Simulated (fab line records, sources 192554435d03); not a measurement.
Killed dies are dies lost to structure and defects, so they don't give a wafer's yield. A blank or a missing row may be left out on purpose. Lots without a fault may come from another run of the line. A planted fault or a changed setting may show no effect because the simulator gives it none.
Chamber matching | flow n5_finfet | N5_BEOL_M8_DEP_56 on pecvd-03: 3 sister chambers
The step deposits SiCN from 3MS/NH3, target thk 10 nm, time 17.5 s. 6 wafers are shown with their chamber, then 10 later ones without.

WAFERS WITH THEIR CHAMBER
wafer  | chamber | showerhead_plenum_p_Torr (Torr) | chamber_pressure_Torr (Torr)
L085.1 | 1       | 3.649                           | 2.993
L087.3 | 2       | 3.663                           | 3.003
L087.4 | 0       | 3.647                           | 3.011
L087.6 | 1       | 3.654                           | 2.995
L089.1 | 2       | 3.663                           | 3.004
L089.2 | 0       | 3.647                           | 2.979

WAFERS WITHOUT THEIR CHAMBER
wafer  | showerhead_plenum_p_Torr (Torr) | chamber_pressure_Torr (Torr)
L089.4 | 3.665                           | 2.996
L093.2 | 3.668                           | 2.992
L093.5 | 3.660                           | 2.986
L093.6 | 3.642                           | 3.004
L094.1 | 3.661                           | 3.002
L094.4 | 3.661                           | 3.009
L094.6 | 3.656                           | 2.996
L097.1 | 3.659                           | 3.000
L097.2 | 3.645                           | 3.007
L097.6 | 3.657                           | 3.002

WHICH CHAMBER EACH WENT THROUGH
wafer  | from the rows above     | in truth
L089.4 | 2                       | 2
L093.2 | 2                       | 2
L093.5 | 2                       | 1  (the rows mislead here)
L093.6 | 0                       | 0
L094.1 | 2                       | 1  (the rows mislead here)
L094.4 | 2                       | 2
L094.6 | can't be placed: 1 or 2 | 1
L097.1 | can't be placed: 2 or 1 | 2
L097.2 | can't be placed: 0 or 1 | 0
L097.6 | can't be placed: 1 or 2 | 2
Placed correctly: 4 of 10. Can't be placed from these rows: 4 (the true chamber is among the candidates in 4). Placed wrongly: 2.
How it was worked out, from the rows above alone: a wafer's distance from a chamber is the root of the sum, over the readings, of the square of ((its reading less the chamber's mean) divided by the reading's scatter). The wafer belongs to the nearest chamber; if the next one is less than 2 further off, it can't be placed. A chamber's mean is the mean of its shown wafers. The scatter: the root of (the sum of the squares of (reading less its chamber's mean) over the shown wafers, divided by (wafers less chambers)).
